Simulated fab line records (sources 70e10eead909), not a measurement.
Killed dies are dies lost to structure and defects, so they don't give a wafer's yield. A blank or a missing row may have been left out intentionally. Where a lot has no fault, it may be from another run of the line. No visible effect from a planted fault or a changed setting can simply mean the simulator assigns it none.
fab line records    flow nandHarc
record: lots: 24  wafers: 72  lastDay: 33
route steps=1302 shown P_M2@350 P_BONDPAD@365 A_CHANNEL_HOLE_D1@451 A_CHANNEL_FILL_D1@507 A_DECK1_JOINT@527 A_ONON_D2@550
lots untouched by any fault: they come from a run of this same line in which no faults occurred
startH: start of the lot's first displayed wafer, in hours after the record's first day    waitH: how many hours have passed since the lot's step before this one    " repeats the value in the row above    L1.1+2: a row that stands for several wafers    - no value present, or no start provided    * or withheld: withheld    < > ~ a bound
route shown NAME@n: a module of which the file shows steps, and the number in the route of the first    usual: mean/standard deviation of fault-free wafers    same: alike in all rows    chamber/n: place in a boat    sites: each site's reading    _std_site: how widely they spread, as a standard deviation    _edge_site: inner sites' mean taken away from outer sites' mean    radiusMm: for every site, how far away it sits from the centre of the wafer    mask NAME#n: copy n    behind: the last tool/chamber to shape the wafer    hold: reason for holding the lot/hours on hold/outcome of the hold    device: the transistor (n, p or np) that didn't switch    end of line: the route-end tests of the same wafers    where a step has no rows: the recipe by itself    killed: the dies lost at the first sort to structure and to defects; this is not the yield of the wafer    map: a wafer's dies, x killed, . not, _ none there
set.NAME: the setting as run; set.NAME@STEP: as run at that earlier step    model.NAME: the simulator's own value behind a step, which no gauge read
steps of the route over a sample of lots; a table a step, a row a wafer
services: the hour from which a tool's chamber was out of use, counted from the record's first day as startH (under 0 if before that day), plus the number of hours and why
== steps ==
step: NHARC_P_M2_DEP_33
recipe: targetThkA: 300  tempC: 370  targetThkNm: 30  pressureTorr: 3  flowSccm: 200  rfW: 450  material: SiCN
usual: heaterPowerW: 562/45  rfFwdPowerW: 449.2/1.3  susceptorTempC: 370.00/0.2
lot.wafer  tool      chamber  startH  waitH  heaterPowerW  rfFwdPowerW  susceptorTempC
L074.2     pecvd-04  2        133.72  0.1    530           449.4        370.06
L074.5     "         0        "       "      635           449.7        369.70
L074.6     "         2        "       "      540           450.7        370.06
L075.1     pecvd-01  1        143.26  0.1    589           450.2        369.84
L075.5     "         1        "       "      550           449.4        370.04
L075.4     "         0        "       "      594           448.7        369.63
L076.1     pecvd-02  1        157.55  0.1    481           451.1        370.06
L076.3     "         2        "       "      635           449.7        370.10
L076.5     "         1        "       "      479           450.2        369.86
L077.1     pecvd-04  2        160.82  0.1    582           449.4        369.77
L077.3     "         2        "       "      592           450.6        369.91
L077.6     "         2        "       "      579           448.9        370.41
L078.6     pecvd-04  2        168.08  0.2    640           450.5        369.80
L078.5     "         0        "       "      543           447.5        370.00
L078.4     "         1        "       "      555           448.6        369.79
L079.3     pecvd-04  2        184.62  0.1    609           450.2        369.87
L079.1     "         0        "       "      637           450.4        369.98
L079.5     "         0        "       "      632           449.3        369.99
L080.3     pecvd-04  0        185.80  0.1    523           450.0        370.29
L080.4     "         0        "       "      520           449.4        370.06
L080.5     "         1        "       "      609           451.5        370.06
L081.3     pecvd-04  2        200.41  0.1    619           449.3        369.92
L081.2     "         0        "       "      555           449.6        369.90
L081.5     "         0        "       "      570           449.4        369.90
L082.2     pecvd-01  0        213.39  0.1    550           446.2        370.01
L082.6     "         0        "       "      577           448.2        370.04
L082.5     "         1        "       "      597           447.6        370.78
L083.3     pecvd-04  1        219.06  0.1    568           449.0        369.92
L083.2     "         0        "       "      612           447.1        369.80
L083.5     "         0        "       "      618           451.0        369.50
L084.4     pecvd-04  0        240.10  0.2    584           449.5        370.22
L084.6     "         1        "       "      492           448.6        369.90
L084.5     "         2        "       "      631           451.3        369.89
L085.3     pecvd-01  1        245.78  0.1    610           449.9        370.00
L085.2     "         2        "       "      615           449.1        369.93
L085.5     "         1        "       "      615           448.8        370.49
L086.2     pecvd-04  0        255.30  0.1    621           449.8        369.89
L086.1     "         1        "       "      516           450.6        370.00
L086.6     "         2        "       "      532           450.9        370.06
L087.1     pecvd-01  1        264.65  0.1    607           450.5        370.25
L087.3     "         2        "       "      595           449.1        369.82
L087.2     "         0        "       "      573           448.1        369.83
L088.2     pecvd-04  1        284.43  0.1    527           448.5        369.68
L088.1     "         2        "       "      562           448.1        369.72
L088.3     "         0        "       "      595           450.6        369.91
L089.2     pecvd-02  1        285.82  0.1    480           447.1        370.10
L089.4     "         2        "       "      628           450.3        369.77
L089.5     "         0        "       "      509           447.9        369.92
L090.1     pecvd-04  0        297.50  0.1    537           449.1        369.82
L090.6     "         0        "       "      563           450.3        369.64
L090.5     "         1        "       "      584           449.3        369.77
L091.1     pecvd-02  2        299.35  0.1    559           450.7        370.37
L091.3     "         2        "       "      565           448.2        369.88
L091.5     "         2        "       "      562           448.5        369.86
L092.2     pecvd-02  2        314.17  0.1    575           446.7        370.28
L092.1     "         0        "       "      473           449.9        370.33
L092.5     "         2        "       "      578           448.1        370.20
L093.1     pecvd-02  0        323.80  0.1    550           450.3        370.34
L093.3     "         1        "       "      509           447.7        369.77
L093.4     "         0        "       "      538           451.3        370.20
L094.2     pecvd-04  0        336.50  0.1    623           449.9        370.00
L094.4     "         1        "       "      562           449.8        370.06
L094.6     "         0        "       "      492           448.9        370.18
L095.3     pecvd-04  0        337.43  0.2    579           452.4        370.03
L095.4     "         1        "       "      519           450.1        369.83
L095.5     "         0        "       "      586           451.8        369.97
L096.1     pecvd-04  1        348.53  0.1    498           449.9        370.19
L096.4     "         0        "       "      493           449.7        370.07
L096.5     "         1        "       "      503           448.1        369.91
L097.2     pecvd-02  2        359.93  0.1    565           450.3        369.95
L097.1     "         0        "       "      526           451.4        369.89
L097.3     "         1        "       "      530           448.1        369.98
step: NHARC_P_BONDPAD_OVL_MEAS_38
usual: overlayXNm: -2/4.6  overlayYNm: 0/7.3
lot.wafer  tool        chamber  startH  waitH  overlayXNm  overlayYNm
L074.2     overlay-02  -        135.36  -      3           16
L074.5     "           -        "       "      4           16
L074.6     "           -        "       "      3           16
L075.1     overlay-02  -        144.86  -      -1          -4
L075.4     "           -        "       "      0           -4
L075.5     "           -        "       "      0           -4
L076.1     overlay-01  -        159.28  -      -1          -6
L076.3     "           -        "       "      -1          -6
L076.5     "           -        "       "      -2          -7
L077.1     overlay-02  -        162.55  -      -4          -11
L077.3     "           -        "       "      -4          -11
L077.6     "           -        "       "      -4          -12
L078.4     overlay-01  -        169.68  -      -3          6
L078.5     "           -        "       "      -3          6
L078.6     "           -        "       "      -3          6
L079.1     overlay-01  -        186.22  -      -3          11
L079.3     "           -        "       "      -3          11
L079.5     "           -        "       "      -3          10
L080.3     overlay-02  -        187.38  -      0           6
L080.4     "           -        "       "      0           6
L080.5     "           -        "       "      -1          7
L081.2     overlay-02  -        202.00  -      0           -2
L081.3     "           -        "       "      0           -1
L081.5     "           -        "       "      -1          -1
L082.2     overlay-01  -        215.06  -      3           6
L082.5     "           -        "       "      3           6
L082.6     "           -        "       "      3           6
L083.2     overlay-02  -        220.77  -      1           2
L083.3     "           -        "       "      1           3
L083.5     "           -        "       "      1           3
L084.4     overlay-01  -        241.57  -      6           6
L084.5     "           -        "       "      6           7
L084.6     "           -        "       "      6           6
L085.2     overlay-02  -        247.38  -      -4          6
L085.3     "           -        "       "      -5          6
L085.5     "           -        "       "      -4          6
L086.1     overlay-02  -        256.96  -      2           7
L086.2     "           -        "       "      2           7
L086.6     "           -        "       "      2           6
L087.1     overlay-02  -        266.40  -      -12         -8
L087.2     "           -        "       "      -12         -9
L087.3     "           -        "       "      -12         -8
L088.1     overlay-01  -        286.15  -      -1          -6
L088.2     "           -        "       "      -1          -5
L088.3     "           -        "       "      -1          -5
L089.2     overlay-01  -        287.46  -      -1          -7
L089.4     "           -        "       "      -1          -7
L089.5     "           -        "       "      -1          -7
L090.1     overlay-01  -        299.35  -      -2          -6
L090.5     "           -        "       "      -2          -6
L090.6     "           -        "       "      -2          -6
L091.1     overlay-01  -        301.26  -      -9          -3
L091.3     "           -        "       "      -8          -3
L091.5     "           -        "       "      -8          -3
L092.1     overlay-01  -        316.22  -      1           -11
L092.2     "           -        "       "      0           -11
L092.5     "           -        "       "      0           -11
L093.1     overlay-02  -        325.48  -      -9          1
L093.3     "           -        "       "      -9          0
L093.4     "           -        "       "      -9          0
L094.2     overlay-01  -        338.36  -      -1          10
L094.4     "           -        "       "      -1          10
L094.6     "           -        "       "      -1          10
L095.3     overlay-01  -        339.15  -      -14         -7
L095.4     "           -        "       "      -13         -7
L095.5     "           -        "       "      -14         -8
L096.1     overlay-01  -        350.35  -      -3          -7
L096.4     "           -        "       "      -3          -7
L096.5     "           -        "       "      -4          -7
L097.1     overlay-01  -        361.71  -      -1          -1
L097.2     "           -        "       "      -1          -1
L097.3     "           -        "       "      -1          0
step: NHARC_A_CHANNEL_HOLE_D1_DEP_01
recipe: targetThkA: 1400  targetThkNm: 140  tempC: 400  pressureTorr: 3.5  flowSccm: 200  rfW: 350  material: SiON
usual: heaterPowerW: 765/70  rfFwdPowerW: 348.3/1.1  susceptorTempC: 399.99/0.23
lot.wafer  tool      chamber  startH  waitH  heaterPowerW  rfFwdPowerW  susceptorTempC
L074.2     pecvd-04  1        179.08  1.3    655           349.1        400.00
L074.6     "         0        "       "      814           349.2        400.27
L074.5     "         2        "       "      821           348.7        400.26
L075.1     pecvd-04  1        190.72  1.7    714           348.9        399.99
L075.4     "         0        "       "      819           347.8        399.03
L075.5     "         1        "       "      710           347.8        399.79
L076.1     pecvd-04  2        206.57  1.6    787           347.9        400.14
L076.3     "         0        "       "      834           348.3        400.03
L076.5     "         1        "       "      720           347.2        400.19
L077.3     pecvd-04  1        207.33  1.0    795           348.3        399.91
L077.1     "         0        "       "      808           348.6        400.41
L077.6     "         1        "       "      648           347.2        400.00
L078.6     pecvd-04  1        215.41  0.1    775           347.4        399.70
L078.5     "         2        "       "      728           350.0        399.74
L078.4     "         0        "       "      784           346.9        399.70
L080.3     pecvd-04  2        228.99  1.0    686           348.5        400.12
L080.5     "         2        "       "      660           350.3        399.80
L080.4     "         0        "       "      825           347.3        400.21
L079.3     pecvd-03  2        229.75  1.0    848           346.1        399.94
L079.1     "         0        "       "      825           349.1        400.27
L079.5     "         0        "       "      819           347.9        400.04
L081.3     pecvd-03  1        243.35  1.0    880           347.1        400.14
L081.2     "         2        "       "      739           348.6        399.94
L081.5     "         1        "       "      856           348.4        399.98
L082.2     pecvd-03  0        258.64  1.3    809           348.8        399.92
L082.6     "         0        "       "      841           349.8        399.94
L082.5     "         2        "       "      704           348.5        399.93
L083.2     pecvd-03  1        262.72  1.3    837           348.3        400.18
L083.3     "         2        "       "      809           348.6        399.83
L083.5     "         0        "       "      808           349.5        399.75
L084.6     pecvd-03  0        288.11  0.1    805           348.9        400.14
L084.5     "         1        "       "      857           348.4        399.42
L084.4     "         2        "       "      857           349.5        400.06
L085.3     pecvd-04  2        291.47  1.0    776           349.4        400.06
L085.2     "         0        "       "      705           346.1        400.02
L085.5     "         2        "       "      767           349.6        399.84
L086.1     pecvd-03  2        301.36  1.6    794           347.1        399.68
L086.2     "         0        "       "      740           349.9        400.42
L086.6     "         0        "       "      759           347.8        400.48
L087.3     pecvd-03  0        309.40  1.1    796           348.1        400.02
L087.1     "         1        "       "      755           349.1        399.93
L087.2     "         2        "       "      830           346.9        399.98
L089.2     pecvd-03  1        330.16  1.3    777           348.1        400.13
L089.4     "         2        "       "      826           347.7        400.10
L089.5     "         1        "       "      764           347.9        399.99
L088.2     pecvd-02  1        332.00  1.3    676           347.9        400.07
L088.1     "         2        "       "      723           349.6        400.23
L088.3     "         0        "       "      631           350.8        399.80
L090.1     pecvd-04  0        340.39  1.6    747           347.2        400.24
L090.5     "         0        "       "      780           346.9        400.25
L090.6     "         1        "       "      651           345.3        399.52
L091.3     pecvd-02  1        340.48  1.0    586           349.4        399.65
L091.1     "         2        "       "      718           349.1        400.16
L091.5     "         0        "       "      647           349.9        400.11
L092.2     pecvd-04  1        359.26  1.3    719           347.8        400.17
L092.1     "         0        "       "      785           349.2        399.81
L092.5     "         1        "       "      732           347.9        400.25
L093.1     pecvd-02  2        366.61  1.6    792           348.7        399.85
L093.3     "         0        "       "      663           348.6        399.83
L093.4     "         2        "       "      799           347.8        400.21
L094.2     pecvd-03  1        381.18  1.3    882           347.9        399.80
L094.4     "         0        "       "      775           348.8        400.17
L094.6     "         1        "       "      892           348.7        400.24
L095.3     pecvd-03  0        382.04  1.0    843           349.0        400.05
L095.4     "         2        "       "      710           348.3        400.19
L095.5     "         0        "       "      837           347.8        400.04
L096.1     pecvd-04  1        394.17  1.7    703           347.8        400.16
L096.4     "         1        "       "      744           348.5        399.79
L096.5     "         1        "       "      719           348.0        400.01
L097.1     pecvd-04  1        405.62  1.6    721           348.0        399.90
L097.2     "         1        "       "      692           346.3        399.98
L097.3     "         1        "       "      717           347.6        399.92
step: NHARC_A_CHANNEL_FILL_D1_ALD_25
recipe: targetThkA: 600  pulseTimeS: 10  aldCycles: 600  tempC: 300  material: SiOx
usual: heaterPowerW: 483/53  precursorPulseHeightRel: 1.000/0.02  susceptorTempC: 299.98/0.17
lot.wafer  tool      chamber  startH  waitH  heaterPowerW  precursorPulseHeightRel  susceptorTempC
L074.2     aldHk-04  1        225.87  3.8    451           0.952                    300.02
L074.5     "         2        227.10  5.0    418           0.994                    299.91
L074.6     "         3        228.34  6.2    449           0.975                    300.14
L075.4     aldHk-01  0        236.09  0.7    550           1.004                    299.73
L075.1     "         2        237.33  1.9    542           0.993                    300.11
L075.5     "         3        "       "      445           0.990                    300.24
L077.1     aldHk-03  0        253.23  0.1    473           0.997                    299.95
L077.3     "         1        "       "      518           0.997                    299.78
L077.6     "         1        256.28  3.1    524           0.971                    299.82
L076.1     aldHk-04  3        253.24  0.1    433           1.040                    300.14
L076.3     "         0        "       "      558           0.969                    299.98
L076.5     "         0        256.34  3.2    550           1.030                    299.95
L078.4     aldHk-01  1        263.12  1.9    443           0.996                    300.35
L078.6     "         2        "       "      531           0.996                    299.77
L078.5     "         3        "       "      446           0.971                    300.00
L079.3     aldHk-01  3        273.27  0.1    453           1.023                    300.11
L079.1     "         0        "       "      558           0.983                    299.70
L079.5     "         0        276.32  3.1    544           0.985                    300.05
L080.4     aldHk-04  0        273.90  0.7    544           1.004                    299.95
L080.3     "         2        275.14  1.9    405           1.020                    299.65
L080.5     "         3        "       "      442           0.964                    300.02
L081.2     aldHk-01  1        290.57  0.1    434           1.037                    300.07
L081.3     "         2        "       "      548           0.968                    300.05
L081.5     "         2        293.63  3.1    556           1.013                    299.95
L082.2     aldHk-03  1        305.37  0.7    510           1.000                    299.97
L082.5     "         0        307.20  2.5    473           0.990                    299.79
L082.6     "         1        "       "      521           1.007                    299.97
L083.3     aldHk-04  3        307.57  2.8    451           1.017                    300.00
L083.2     "         0        "       "      531           1.013                    299.80
L083.5     "         2        309.44  4.7    400           0.997                    299.96
L084.4     aldHk-01  2        333.77  0.1    543           1.050                    299.98
L084.5     "         2        336.27  2.6    525           1.004                    299.66
L084.6     "         3        "       "      474           0.998                    299.75
L085.3     aldHk-03  1        339.54  0.7    513           1.018                    299.83
L085.2     "         2        "       "      401           1.007                    300.20
L085.5     "         0        341.41  2.5    471           0.979                    300.09
L086.1     aldHk-01  3        347.38  0.7    452           1.029                    299.83
L086.2     "         0        "       "      608           0.999                    299.85
L086.6     "         3        349.82  3.1    467           0.991                    300.21
L087.3     aldHk-03  3        354.87  0.1    506           1.004                    300.22
L087.2     "         1        356.09  1.3    519           0.985                    300.36
L087.1     "         2        "       "      403           1.025                    300.20
L089.2     aldHk-03  3        375.62  0.7    517           1.017                    299.96
L089.4     "         1        376.85  1.9    518           1.020                    299.95
L089.5     "         2        "       "      392           1.002                    300.00
L088.1     aldHk-01  0        378.70  0.1    599           1.030                    300.06
L088.2     "         1        "       "      441           0.994                    299.89
L088.3     "         2        "       "      518           1.026                    300.01
L090.1     aldHk-04  1        387.17  1.3    480           1.009                    300.39
L090.5     "         3        388.41  2.5    447           0.991                    300.22
L090.6     "         0        "       "      537           0.999                    300.21
L091.3     aldHk-01  3        389.25  3.4    453           1.012                    300.01
L091.1     "         0        "       "      592           0.992                    299.75
L091.5     "         2        391.11  5.2    514           1.013                    300.04
L092.1     aldHk-01  2        407.91  0.7    541           1.000                    299.80
L092.2     "         0        409.13  1.9    602           1.037                    299.80
L092.5     "         2        410.36  3.1    522           0.989                    300.03
L093.1     aldHk-04  2        414.82  0.1    410           0.989                    299.88
L093.3     "         0        416.05  1.3    524           0.989                    299.97
L093.4     "         1        "       "      481           1.024                    299.84
L094.4     aldHk-04  1        428.13  0.7    495           1.004                    299.84
L094.2     "         3        429.38  1.9    458           0.971                    300.11
L094.6     "         0        "       "      547           0.974                    299.97
L095.3     aldHk-03  2        428.73  1.3    391           0.984                    299.92
L095.4     "         0        431.18  3.7    447           1.018                    299.82
L095.5     "         2        433.63  6.2    383           0.996                    299.80
L096.1     aldHk-03  0        440.04  0.1    461           0.979                    300.09
L096.4     "         1        "       "      503           0.991                    299.64
L096.5     "         1        443.10  3.1    506           1.015                    299.84
L097.2     aldHk-01  2        450.94  0.7    529           1.003                    299.99
L097.1     "         3        "       "      451           0.996                    299.92
L097.3     "         0        "       "      590           1.039                    300.12
step: NHARC_A_DECK1_JOINT_CMP_13
recipe: targetThkNm: 51.023
usual: motorCurrentA: 11.8/1.2  slurryFlowMlMin: 150.0/0.45  timeToEndpointS: 8.5/2.6
lot.wafer  tool    chamber  startH  waitH  motorCurrentA  slurryFlowMlMin  timeToEndpointS
L074.2     cmp-03  2        248.01  0.4    11.4           149.8            5.2
L074.5     "       2        "       "      11.9           149.7            6.7
L074.6     "       3        "       "      11.3           150.5            3.9
L075.4     cmp-01  1        258.10  0.4    10.7           150.1            12.9
L075.1     "       0        "       "      14.4           150.1            11.3
L075.5     "       2        "       "      11.3           150.0            8.0
L077.1     cmp-04  0        274.93  0.4    10.1           149.4            7.7
L077.3     "       3        "       "      10.9           149.2            9.1
L077.6     "       0        "       "      10.0           149.7            8.8
L076.3     cmp-03  0        274.93  0.4    13.2           149.0            9.0
L076.1     "       1        "       "      12.4           151.0            4.2
L076.5     "       0        "       "      12.5           150.0            7.2
L078.4     cmp-03  1        283.37  0.4    13.1           149.8            9.0
L078.5     "       3        "       "      11.4           150.3            5.2
L078.6     "       0        "       "      12.3           149.2            8.9
L079.3     cmp-04  0        296.87  0.4    10.2           149.7            4.2
L079.1     "       3        "       "      11.0           150.2            6.5
L079.5     "       1        "       "      10.0           150.5            8.3
L080.3     cmp-01  1        296.90  0.4    10.8           150.1            12.2
L080.4     "       2        "       "      11.7           150.4            8.0
L080.5     "       1        "       "      11.1           149.8            11.7
L081.2     cmp-04  0        314.01  0.4    10.0           150.4            6.2
L081.3     "       2        "       "      13.2           150.2            7.0
L081.5     "       3        "       "      11.4           149.8            5.6
L083.2     cmp-01  3        327.13  0.4    12.3           150.7            9.4
L083.3     "       1        "       "      10.8           149.4            12.8
L083.5     "       2        "       "      11.9           150.7            8.6
L082.2     cmp-04  2        327.13  0.4    14.5           150.2            10.2
L082.5     "       1        "       "      9.7            150.9            12.5
L082.6     "       2        "       "      13.8           149.0            9.6
L084.4     cmp-03  1        356.12  0.4    12.2           149.3            5.6
L084.6     "       3        "       "      11.0           149.7            7.5
L084.5     "       0        "       "      11.8           150.2            8.8
L085.2     cmp-01  0        361.36  0.4    14.1           149.8            13.1
L085.3     "       2        "       "      11.8           150.1            10.1
L085.5     "       0        "       "      14.2           150.5            11.0
L086.1     cmp-01  1        370.43  0.4    10.4           149.5            11.8
L086.2     "       0        "       "      13.9           150.1            11.9
L086.6     "       1        "       "      10.8           149.8            15.3
L087.2     cmp-03  1        376.83  0.4    12.5           150.4            7.4
L087.1     "       2        "       "      12.5           150.4            6.2
L087.3     "       3        "       "      10.9           150.7            5.6
L089.4     cmp-03  3        397.48  0.4    11.1           149.7            6.1
L089.2     "       0        "       "      12.6           149.8            8.2
L089.5     "       2        "       "      12.5           150.5            6.8
L088.2     cmp-03  2        401.15  0.4    12.2           149.7            6.6
L088.1     "       3        "       "      10.9           149.9            7.3
L088.3     "       0        "       "      13.1           149.2            9.9
L091.3     cmp-03  0        408.13  0.4    13.0           149.8            12.4
L091.1     "       3        "       "      11.8           150.6            3.8
L091.5     "       0        "       "      12.8           150.2            8.2
L090.1     cmp-01  3        408.16  0.4    11.6           149.9            10.0
L090.6     "       2        "       "      12.0           150.2            8.0
L090.5     "       3        "       "      12.4           149.7            8.9
L092.1     cmp-04  2        431.47  0.4    12.2           150.1            11.1
L092.2     "       1        "       "      10.0           150.7            11.0
L092.5     "       3        "       "      11.2           150.2            7.5
L093.1     cmp-04  1        437.03  0.4    10.4           150.2            12.9
L093.4     "       2        "       "      12.4           149.1            10.7
L093.3     "       3        "       "      11.2           149.5            7.2
L094.4     cmp-03  0        449.45  0.4    12.5           150.2            11.3
L094.2     "       3        "       "      10.9           150.0            6.6
L094.6     "       1        "       "      12.6           149.9            7.9
L095.4     cmp-04  3        453.20  0.4    11.5           149.6            7.9
L095.3     "       2        "       "      12.9           149.5            11.6
L095.5     "       3        "       "      11.3           150.1            6.7
L096.1     cmp-04  0        461.99  0.4    10.4           150.1            6.0
L096.4     "       1        "       "      10.2           149.9            10.8
L096.5     "       3        "       "      11.2           150.0            5.8
L097.2     cmp-03  1        472.61  0.4    13.1           149.6            2.8
L097.3     "       2        "       "      12.2           149.9            6.3
L097.1     "       3        "       "      11.0           150.1            4.1
step: NHARC_A_ONON_D2_THK_MEAS_08
recipe: thkMeasGauge: ellipsometry
usual: thkNm: 998/9.3
lot.wafer  tool          chamber  startH  waitH  thkNm
L074.2     filmMetro-01  -        280.51  -      994
L074.5     "             -        "       "      997
L074.6     "             -        "       "      996
L075.1     filmMetro-01  -        284.69  -      1001
L075.4     "             -        "       "      1001
L075.5     "             -        "       "      1002
L077.1     filmMetro-01  -        306.99  -      993
L077.3     "             -        "       "      992
L077.6     "             -        "       "      993
L076.1     filmMetro-02  -        307.10  -      1001
L076.3     "             -        "       "      1002
L076.5     "             -        "       "      1003
L078.4     filmMetro-01  -        307.13  -      999
L078.5     "             -        "       "      997
L078.6     "             -        "       "      996
L079.1     filmMetro-02  -        327.28  -      998
L079.3     "             -        "       "      998
L079.5     "             -        "       "      998
L080.3     filmMetro-01  -        327.52  -      993
L080.4     "             -        "       "      991
L080.5     "             -        "       "      991
L081.2     filmMetro-01  -        339.39  -      1007
L081.3     "             -        "       "      1007
L081.5     "             -        "       "      1007
L083.2     filmMetro-02  -        355.45  -      997
L083.3     "             -        "       "      998
L083.5     "             -        "       "      996
L082.2     filmMetro-02  -        355.49  -      1008
L082.5     "             -        "       "      1010
L082.6     "             -        "       "      1010
L084.4     filmMetro-01  -        383.31  -      1009
L084.5     "             -        "       "      1009
L084.6     "             -        "       "      1008
L085.2     filmMetro-01  -        383.36  -      1012
L085.3     "             -        "       "      1015
L085.5     "             -        "       "      1011
L086.1     filmMetro-01  -        399.75  -      998
L086.2     "             -        "       "      999
L086.6     "             -        "       "      997
L087.1     filmMetro-01  -        410.86  -      1003
L087.2     "             -        "       "      1005
L087.3     "             -        "       "      1002
L089.2     filmMetro-01  -        422.27  -      1005
L089.4     "             -        "       "      1003
L089.5     "             -        "       "      1005
L090.1     filmMetro-01  -        429.59  -      987
L090.5     "             -        "       "      987
L090.6     "             -        "       "      986
L088.1     filmMetro-02  -        429.59  -      985
L088.2     "             -        "       "      985
L088.3     "             -        "       "      987
L091.1     filmMetro-02  -        429.69  -      992
L091.3     "             -        "       "      995
L091.5     "             -        "       "      993
L092.1     filmMetro-01  -        454.18  -      974
L092.2     "             -        "       "      969
L092.5     "             -        "       "      976
L093.1     filmMetro-02  -        462.29  -      1016
L093.3     "             -        "       "      1016
L093.4     "             -        "       "      1015
L095.3     filmMetro-01  -        475.37  -      994
L095.4     "             -        "       "      995
L095.5     "             -        "       "      995
L094.2     filmMetro-02  -        475.37  -      998
L094.4     "             -        "       "      999
L094.6     "             -        "       "      999
L096.1     filmMetro-01  -        489.24  -      999
L096.4     "             -        "       "      1000
L096.5     "             -        "       "      999
L097.1     filmMetro-02  -        509.52  -      1002
L097.2     "             -        "       "      1001
L097.3     "             -        "       "      1002
== services ==
tool      chamber  startH  hours  kind
aldHk-01  -        118.67  10.0   pm
pecvd-03  -        123.52  0.5    repair
pecvd-04  0        143.10  23.1   repair
cmp-03    -        146.47  14.3   repair
cmp-03    -        162.07  4.0    pm
pecvd-03  -        163.33  1.3    repair
cmp-03    -        180.26  0.6    repair
pecvd-03  -        185.08  13.0   pm
aldHk-01  -        207.87  0.7    repair
pecvd-03  -        215.17  0.6    repair
pecvd-03  2        230.81  5.9    repair
cmp-03    -        234.36  0.4    repair
cmp-03    -        260.07  4.0    pm
pecvd-04  -        269.06  13.0   pm
pecvd-03  1        293.31  4.6    repair
aldHk-01  -        296.67  10.0   pm
pecvd-04  -        350.65  0.4    repair
cmp-03    -        358.20  4.0    pm
pecvd-03  -        366.08  13.0   pm
pecvd-04  0        404.40  9.7    repair
aldHk-01  -        414.03  2.1    repair
pecvd-04  -        433.62  0.3    repair
pecvd-04  -        450.16  13.0   pm
cmp-03    -        455.81  1.2    repair
== key ==
fault none
